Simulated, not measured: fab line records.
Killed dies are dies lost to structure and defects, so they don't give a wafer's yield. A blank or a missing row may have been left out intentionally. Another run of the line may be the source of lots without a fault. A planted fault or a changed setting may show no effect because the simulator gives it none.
Which of the tools did it? | flow n5Finfet | Sampling: 21 lots, 63 wafers, 6 of 1938 route steps

== WHAT THE GAUGES READ, wafer by wafer ==
The record lacks any reading of a measuring or inspecting step that a usual standard deviation could be used to judge.

== EACH LOT AND THE TOOL THAT RAN IT (in order: tool; ch and the chambers of the sampled wafers; start) ==
lot  | N5_BEOL_M8_ETCH_61                | N5_BEOL_M8_STRIP_67               | N5_BEOL_M8_ETCH_41                           | N5_BEOL_M8_DEGAS_44         | N5_BEOL_M8_PRE_CLEAN_45     | N5_BEOL_M9_DESCUM_16
L074 | rieDiel-04 ch 1,3, day 10 10:20   | rieDiel-04 ch 1,3, day 10 10:32   | rieDiel-01 ch 1,2,3, day 10 14:17 or earlier | pvdSputter-03, day 10 14:17 | pvdSputter-03, day 10 14:20 | rieDiel-02 ch 0,2,3, day 10 17:47
L075 | rieDiel-04 ch 2,3, day 10 12:07   | rieDiel-04 ch 2,3, day 10 12:19   | rieDiel-06 ch 2,3, day 10 14:32 or earlier   | pvdSputter-02, day 10 14:32 | pvdSputter-02, day 10 14:35 | rieDiel-02 ch 0,3, day 10 18:36
L076 | rieDiel-06 ch 0,2, day 10 18:05   | rieDiel-06 ch 0,2, day 10 18:17   | rieDiel-06 ch 0,2, day 10 21:14 or earlier   | pvdSputter-02, day 10 21:14 | pvdSputter-02, day 10 21:17 | rieDiel-02 ch 1,2,3, day 11 01:47
L078 | rieDiel-01 ch 0,2,3, day 11 09:21 | rieDiel-01 ch 0,2,3, day 11 09:33 | rieDiel-01 ch 1,2, day 11 12:40 or earlier   | pvdSputter-03, day 11 12:40 | pvdSputter-03, day 11 12:43 | rieDiel-03 ch 0,2,3, day 11 17:11
L079 | rieDiel-04 ch 0,1,2, day 12 09:35 | rieDiel-04 ch 0,1,2, day 12 09:47 | rieDiel-06 ch 0,1,3, day 12 12:52 or earlier | pvdSputter-03, day 12 12:52 | pvdSputter-03, day 12 12:55 | rieDiel-05 ch 0,1,2, day 12 16:47
L080 | rieDiel-01 ch 0,1,2, day 12 09:38 | rieDiel-01 ch 0,1,2, day 12 09:50 | rieDiel-04 ch 0,2,3, day 12 12:57 or earlier | pvdSputter-03, day 12 12:57 | pvdSputter-03, day 12 12:59 | rieDiel-03 ch 0,1,2, day 12 19:02
L081 | rieDiel-01 ch 0,2,3, day 12 12:59 | rieDiel-01 ch 0,2,3, day 12 13:11 | rieDiel-04 ch 0,2,3, day 12 15:30 or earlier | pvdSputter-03, day 12 15:30 | pvdSputter-03, day 12 15:32 | rieDiel-02 ch 1,2, day 12 20:25
L082 | rieDiel-01 ch 0,1,3, day 12 19:17 | rieDiel-01 ch 0,1,3, day 12 19:29 | rieDiel-01 ch 0,2,3, day 13 00:35 or earlier | pvdSputter-02, day 13 00:35 | pvdSputter-02, day 13 00:37 | rieDiel-05 ch 1,2,3, day 13 04:05
L083 | rieDiel-04 ch 0,1,3, day 13 20:42 | rieDiel-04 ch 0,1,3, day 13 20:55 | rieDiel-01 ch 1,3, day 14 00:38 or earlier   | pvdSputter-01, day 14 00:38 | pvdSputter-01, day 14 00:41 | rieDiel-02 ch 2,3, day 14 04:39
L085 | rieDiel-04 ch 0,1,2, day 14 10:40 | rieDiel-04 ch 0,1,2, day 14 10:52 | rieDiel-01 ch 0,2,3, day 14 15:11 or earlier | pvdSputter-02, day 14 15:11 | pvdSputter-02, day 14 15:13 | rieDiel-03 ch 0,1,3, day 15 00:13
L086 | rieDiel-04 ch 0,1,3, day 14 23:02 | rieDiel-04 ch 0,1,3, day 14 23:14 | rieDiel-04 ch 0,3, day 15 05:01 or earlier   | pvdSputter-02, day 15 05:01 | pvdSputter-02, day 15 05:04 | rieDiel-02 ch 1,2,3, day 15 09:31
L088 | rieDiel-06 ch 1,2,3, day 14 23:14 | rieDiel-06 ch 1,2,3, day 14 23:26 | rieDiel-04 ch 1,3, day 15 03:10 or earlier   | pvdSputter-03, day 15 03:10 | pvdSputter-03, day 15 03:12 | rieDiel-02 ch 0,2,3, day 15 07:33
L087 | rieDiel-01 ch 0,2,3, day 15 00:22 | rieDiel-01 ch 0,2,3, day 15 00:34 | rieDiel-01 ch 0,2,3, day 15 05:06 or earlier | pvdSputter-02, day 15 05:06 | pvdSputter-02, day 15 05:08 | rieDiel-03 ch 1,3, day 15 09:43
L089 | rieDiel-04 ch 0,3, day 15 04:22   | rieDiel-04 ch 0,3, day 15 04:40   | rieDiel-01 ch 0,1,3, day 15 06:48 or earlier | pvdSputter-01, day 15 06:48 | pvdSputter-01, day 15 06:50 | rieDiel-02 ch 1,3, day 15 10:10
L092 | rieDiel-06 ch 0,2,3, day 15 08:13 | rieDiel-06 ch 0,2,3, day 15 08:25 | rieDiel-01 ch 2,3, day 15 11:14 or earlier   | pvdSputter-03, day 15 11:14 | pvdSputter-03, day 15 11:16 | rieDiel-02 ch 1,3, day 15 15:40
L090 | rieDiel-06 ch 0,1,2, day 15 09:39 | rieDiel-06 ch 0,1,2, day 15 09:52 | rieDiel-01 ch 1,2,3, day 15 13:43 or earlier | pvdSputter-03, day 15 13:43 | pvdSputter-03, day 15 13:46 | rieDiel-03 ch 2,3, day 15 17:49
L091 | rieDiel-01 ch 1,2, day 15 22:14   | rieDiel-01 ch 1,2, day 15 22:26   | rieDiel-01 ch 1,2, day 16 01:05 or earlier   | pvdSputter-03, day 16 01:05 | pvdSputter-03, day 16 01:07 | rieDiel-02 ch 1,3, day 16 04:50
L094 | rieDiel-04 ch 0,1, day 15 22:16   | rieDiel-04 ch 0,1, day 15 22:28   | rieDiel-04 ch 0,3, day 16 02:37 or earlier   | pvdSputter-03, day 16 02:37 | pvdSputter-03, day 16 02:39 | rieDiel-02 ch 1,2, day 16 08:22
L095 | rieDiel-01 ch 0,2, day 16 03:37   | rieDiel-01 ch 0,2, day 16 03:49   | rieDiel-04 ch 0,2,3, day 16 08:59 or earlier | pvdSputter-02, day 16 08:59 | pvdSputter-02, day 16 09:01 | rieDiel-03 ch 0,2,3, day 16 15:16
L093 | rieDiel-04 ch 0,3, day 16 04:35   | rieDiel-04 ch 0,3, day 16 04:48   | rieDiel-01 ch 0,2, day 16 08:32 or earlier   | pvdSputter-01, day 16 08:32 | pvdSputter-01, day 16 08:34 | rieDiel-03 ch 1,2, day 16 12:51
L097 | rieDiel-01 ch 0,2,3, day 17 11:05 | rieDiel-01 ch 0,2,3, day 17 11:17 | rieDiel-01 ch 0,1,3, day 17 14:17 or earlier | pvdSputter-03, day 17 14:17 | pvdSputter-03, day 17 14:20 | rieDiel-05 ch 0,1,3, day 17 20:43
- N5_BEOL_M8_ETCH_61: etches SiARC in CF4, target depth 45.5 nm, time 75.8 s.
- N5_BEOL_M8_STRIP_67: strips in CF4.
- N5_BEOL_M8_ETCH_41: etches SiCN in CH3F/O2, target depth 31.9 nm, time 57.8 s.
- N5_BEOL_M8_DEGAS_44: time 60 s.
- N5_BEOL_M8_PRE_CLEAN_45: time 30 s.
- N5_BEOL_M9_DESCUM_16: chemistry O2, time 7.9 s.

== WHAT THE TOOLS THEMSELVES READ (means of the sampled wafers that have a number; where no wafer has one, the mark that the record gives instead) ==
N5_BEOL_M8_ETCH_61.
lot  | tool       | biasW (W) | drypumpMotorCurrentA (A) | etchRfOnTimeS (s) | oesProductAu (a.u.) | rfVppV (V) | showerheadPlenumPTorr (Torr) | throttleValvePct (%)
L074 | rieDiel-04 | 35.96     | 6.0                      | 74.9              | 0.67                | 185.2      | 2.20                         | 15.75
L075 | rieDiel-04 | 36.01     | 5.6                      | 76.2              | 0.71                | 184.7      | 2.17                         | 15.35
L076 | rieDiel-06 | 36.00     | 5.5                      | 75.3              | 0.79                | 184.6      | 2.18                         | 15.04
L078 | rieDiel-01 | 35.98     | 5.7                      | 75.9              | 0.71                | 184.6      | 2.23                         | 15.26
L079 | rieDiel-04 | 36.04     | 6.1                      | 75.7              | 0.65                | 184.8      | 2.16                         | 15.66
L080 | rieDiel-01 | 36.06     | 5.7                      | 77.3              | 0.66                | 184.9      | 2.23                         | 15.46
L081 | rieDiel-01 | 36.01     | 5.7                      | 75.6              | 0.70                | 185.1      | 2.22                         | 15.28
L082 | rieDiel-01 | 36.09     | 5.5                      | 75.0              | 0.68                | 184.4      | 2.22                         | 15.48
L083 | rieDiel-04 | 36.02     | 5.9                      | 74.8              | 0.69                | 184.5      | 2.18                         | 15.49
L085 | rieDiel-04 | 35.86     | 6.1                      | 75.1              | 0.65                | 184.2      | 2.16                         | 15.68
L086 | rieDiel-04 | 35.98     | 5.9                      | 74.5              | 0.69                | 185.0      | 2.18                         | 15.51
L088 | rieDiel-06 | 36.01     | 5.3                      | 75.4              | 0.73                | 185.0      | 2.20                         | 15.39
L087 | rieDiel-01 | 36.00     | 5.7                      | 75.8              | 0.69                | 184.5      | 2.22                         | 15.33
L089 | rieDiel-04 | 36.12     | 5.9                      | 75.5              | 0.72                | 183.8      | 2.17                         | 15.21
L092 | rieDiel-06 | 36.02     | 5.2                      | 75.8              | 0.74                | 184.5      | 2.21                         | 15.18
L090 | rieDiel-06 | 35.91     | 5.4                      | 75.6              | 0.71                | 184.3      | 2.16                         | 15.32
L091 | rieDiel-01 | 36.08     | 5.7                      | 77.0              | 0.70                | 184.6      | 2.21                         | 15.39
L094 | rieDiel-04 | 35.85     | 6.1                      | 74.3              | 0.68                | 184.1      | 2.18                         | 15.50
L095 | rieDiel-01 | 36.03     | 5.9                      | 77.0              | 0.66                | 185.3      | 2.22                         | 15.32
L093 | rieDiel-04 | 35.91     | 5.7                      | 75.6              | 0.70                | 183.8      | 2.17                         | 15.26
L097 | rieDiel-01 | 35.98     | 5.7                      | 76.6              | 0.66                | 185.5      | 2.21                         | 15.36

N5_BEOL_M8_STRIP_67.
lot  | tool       | drypumpMotorCurrentA (A) | oesProductAu (a.u.) | powerW (W) | rfVppV (V) | showerheadPlenumPTorr (Torr) | throttleValvePct (%)
L074 | rieDiel-04 | 6.0                      | 0.78                | 299.8      | 272.2      | 1.83                         | 13.68
L075 | rieDiel-04 | 5.6                      | 0.83                | 300.0      | 272.2      | 1.81                         | 13.33
L076 | rieDiel-06 | 5.5                      | 0.93                | 299.8      | 271.5      | 1.83                         | 13.02
L078 | rieDiel-01 | 5.7                      | 0.83                | 299.8      | 273.2      | 1.86                         | 13.23
L079 | rieDiel-04 | 6.1                      | 0.76                | 300.6      | 271.4      | 1.81                         | 13.62
L080 | rieDiel-01 | 5.7                      | 0.78                | 299.6      | 273.0      | 1.87                         | 13.43
L081 | rieDiel-01 | 5.7                      | 0.82                | 299.7      | 271.5      | 1.85                         | 13.24
L082 | rieDiel-01 | 5.5                      | 0.80                | 300.7      | 272.4      | 1.85                         | 13.44
L083 | rieDiel-04 | 5.9                      | 0.80                | 300.2      | 271.5      | 1.83                         | 13.46
L085 | rieDiel-04 | 6.0                      | 0.75                | 300.1      | 271.4      | 1.81                         | 13.66
L086 | rieDiel-04 | 5.9                      | 0.79                | 299.3      | 271.7      | 1.82                         | 13.49
L088 | rieDiel-06 | 5.4                      | 0.86                | 299.0      | 272.8      | 1.84                         | 13.34
L087 | rieDiel-01 | 5.7                      | 0.79                | 300.3      | 272.3      | 1.85                         | 13.29
L089 | rieDiel-04 | 5.9                      | 0.85                | 300.4      | 271.3      | 1.82                         | 13.19
L092 | rieDiel-06 | 5.2                      | 0.88                | 299.2      | 272.2      | 1.85                         | 13.17
L090 | rieDiel-06 | 5.5                      | 0.82                | 300.6      | 272.0      | 1.81                         | 13.32
L091 | rieDiel-01 | 5.7                      | 0.83                | 299.9      | 272.1      | 1.86                         | 13.38
L094 | rieDiel-04 | 6.2                      | 0.79                | 300.2      | 270.7      | 1.82                         | 13.49
L095 | rieDiel-01 | 5.9                      | 0.77                | 300.0      | 272.2      | 1.86                         | 13.30
L093 | rieDiel-04 | 5.7                      | 0.82                | 299.8      | 271.7      | 1.82                         | 13.23
L097 | rieDiel-01 | 5.7                      | 0.78                | 300.1      | 272.4      | 1.84                         | 13.34

N5_BEOL_M8_ETCH_41.
lot  | tool       | biasW (W) | drypumpMotorCurrentA (A) | oesProductAu (a.u.) | rfVppV (V) | showerheadPlenumPTorr (Torr) | throttleValvePct (%)
L074 | rieDiel-01 | 74.84     | 5.5                      | 0.79                | 299.7      | 2.06                         | 16.20
L075 | rieDiel-06 | 75.25     | 5.4                      | 0.86                | 298.6      | 1.99                         | 16.00
L076 | rieDiel-06 | 75.07     | 5.5                      | 0.93                | 297.9      | 2.04                         | 15.74
L078 | rieDiel-01 | 74.80     | 5.7                      | 0.76                | 299.7      | 2.08                         | 16.17
L079 | rieDiel-06 | 75.03     | 5.2                      | 0.78                | 297.7      | 1.97                         | 16.17
L080 | rieDiel-04 | 75.06     | 5.8                      | 0.81                | 297.5      | 2.02                         | 16.09
L081 | rieDiel-04 | 75.10     | 5.9                      | 0.81                | 297.8      | 2.02                         | 16.09
L082 | rieDiel-01 | 74.99     | 5.7                      | 0.81                | 298.8      | 2.08                         | 16.01
L083 | rieDiel-01 | 75.08     | 5.3                      | 0.73                | 298.2      | 2.05                         | 16.42
L085 | rieDiel-01 | 74.84     | 5.7                      | 0.80                | 297.9      | 2.08                         | 16.03
L086 | rieDiel-04 | 75.08     | 5.7                      | 0.83                | 298.1      | 2.03                         | 15.92
L088 | rieDiel-04 | 74.74     | 5.7                      | 0.79                | 298.7      | 2.05                         | 16.27
L087 | rieDiel-01 | 74.92     | 5.7                      | 0.80                | 298.0      | 2.08                         | 16.04
L089 | rieDiel-01 | 74.93     | 5.5                      | 0.88                | 298.6      | 2.07                         | 16.06
L092 | rieDiel-01 | 75.10     | 5.5                      | 0.79                | 297.5      | 2.04                         | 16.10
L090 | rieDiel-01 | 75.12     | 5.5                      | 0.85                | 298.9      | 2.05                         | 16.09
L091 | rieDiel-01 | 75.07     | 5.5                      | 0.91                | 298.2      | 2.06                         | 16.09
L094 | rieDiel-04 | 74.78     | 5.7                      | 0.83                | 297.5      | 2.03                         | 15.96
L095 | rieDiel-04 | 75.02     | 5.8                      | 0.88                | 297.0      | 2.01                         | 15.97
L093 | rieDiel-01 | 74.88     | 5.9                      | 0.76                | 299.0      | 2.09                         | 16.03
L097 | rieDiel-01 | 75.01     | 5.5                      | 0.84                | 298.9      | 2.06                         | 16.11

N5_BEOL_M8_DEGAS_44.
lot  | tool          | heaterPowerW (W)
L074 | pvdSputter-03 | 370
L075 | pvdSputter-02 | 360
L076 | pvdSputter-02 | 367
L078 | pvdSputter-03 | 366
L079 | pvdSputter-03 | 317
L080 | pvdSputter-03 | 342
L081 | pvdSputter-03 | 341
L082 | pvdSputter-02 | 351
L083 | pvdSputter-01 | 342
L085 | pvdSputter-02 | 361
L086 | pvdSputter-02 | 349
L088 | pvdSputter-03 | 377
L087 | pvdSputter-02 | 338
L089 | pvdSputter-01 | 320
L092 | pvdSputter-03 | 324
L090 | pvdSputter-03 | 344
L091 | pvdSputter-03 | 318
L094 | pvdSputter-03 | 308
L095 | pvdSputter-02 | 340
L093 | pvdSputter-01 | 338
L097 | pvdSputter-03 | 350

N5_BEOL_M8_PRE_CLEAN_45.
lot  | tool          | heaterPowerW (W)
L074 | pvdSputter-03 | 370
L075 | pvdSputter-02 | 361
L076 | pvdSputter-02 | 369
L078 | pvdSputter-03 | 372
L079 | pvdSputter-03 | 308
L080 | pvdSputter-03 | 345
L081 | pvdSputter-03 | 340
L082 | pvdSputter-02 | 354
L083 | pvdSputter-01 | 340
L085 | pvdSputter-02 | 363
L086 | pvdSputter-02 | 353
L088 | pvdSputter-03 | 377
L087 | pvdSputter-02 | 341
L089 | pvdSputter-01 | 319
L092 | pvdSputter-03 | 326
L090 | pvdSputter-03 | 341
L091 | pvdSputter-03 | 315
L094 | pvdSputter-03 | 315
L095 | pvdSputter-02 | 345
L093 | pvdSputter-01 | 334
L097 | pvdSputter-03 | 349

N5_BEOL_M9_DESCUM_16.
lot  | tool       | drypumpMotorCurrentA (A) | oesProductAu (a.u.) | rfVppV (V) | showerheadPlenumPTorr (Torr) | throttleValvePct (%)
L074 | rieDiel-02 | 5.5                      | 0.71                | 242.9      | 2.10                         | 20.33
L075 | rieDiel-02 | 5.3                      | 0.69                | 243.3      | 2.09                         | 20.31
L076 | rieDiel-02 | 6.0                      | 0.73                | 243.2      | 2.05                         | 20.44
L078 | rieDiel-03 | 5.3                      | 0.84                | 244.3      | 2.13                         | 20.16
L079 | rieDiel-05 | 5.5                      | 0.90                | 244.2      | 2.17                         | 20.31
L080 | rieDiel-03 | 5.7                      | 0.86                | 243.5      | 2.10                         | 20.10
L081 | rieDiel-02 | 6.1                      | 0.72                | 242.3      | 2.06                         | 20.53
L082 | rieDiel-05 | 5.3                      | 0.92                | 245.9      | 2.19                         | 20.21
L083 | rieDiel-02 | 5.9                      | 0.70                | 241.7      | 2.04                         | 20.42
L085 | rieDiel-03 | 5.6                      | 0.78                | 243.7      | 2.09                         | 20.18
L086 | rieDiel-02 | 6.0                      | 0.70                | 243.9      | 2.04                         | 20.50
L088 | rieDiel-02 | 5.5                      | 0.78                | 243.0      | 2.09                         | 20.21
L087 | rieDiel-03 | 6.0                      | 0.83                | 242.3      | 2.06                         | 20.03
L089 | rieDiel-02 | 6.1                      | 0.70                | 242.7      | 1.98                         | 20.53
L092 | rieDiel-02 | 6.1                      | 0.70                | 241.5      | 1.98                         | 20.53
L090 | rieDiel-03 | 5.4                      | 0.86                | 243.3      | 2.11                         | 20.02
L091 | rieDiel-02 | 6.3                      | 0.71                | 241.4      | 1.99                         | 20.59
L094 | rieDiel-02 | 5.9                      | 0.70                | 243.1      | 2.11                         | 20.48
L095 | rieDiel-03 | 5.3                      | 0.90                | 243.0      | 2.11                         | 20.05
L093 | rieDiel-03 | 6.1                      | 0.87                | 242.3      | 2.06                         | 19.96
L097 | rieDiel-05 | 5.3                      | 0.86                | 243.4      | 2.12                         | 20.29

== THE ANSWER, worked out from the rows above alone ==
Rule: the usual values come from the lots themselves. The widest of any qualifying gaps counts: lots, ordered by their means at a reading, are off when they make up no more than a third of the lots, leave a main group of 4 or more, and stand apart from it by 3 or more times the standard deviation of that group's means. A main group whose means are all the same, to the digits that the tables above print for the reading, isn't used. Also off: a lot with no number at a reading for which 4 or more lots have one. Any other lot the step has rows for is counted as sound. The gauges are gone through in route order, then the tools' own readings, and for those a lot's mean is taken as printed above. The first step at which some lot is off is used, and at that step the reading that is off furthest; a lot without a number counts as furthest.
None of the lots is off at any reading shown; this tells nothing.

== WHAT THE SIMULATOR PUT IN ==
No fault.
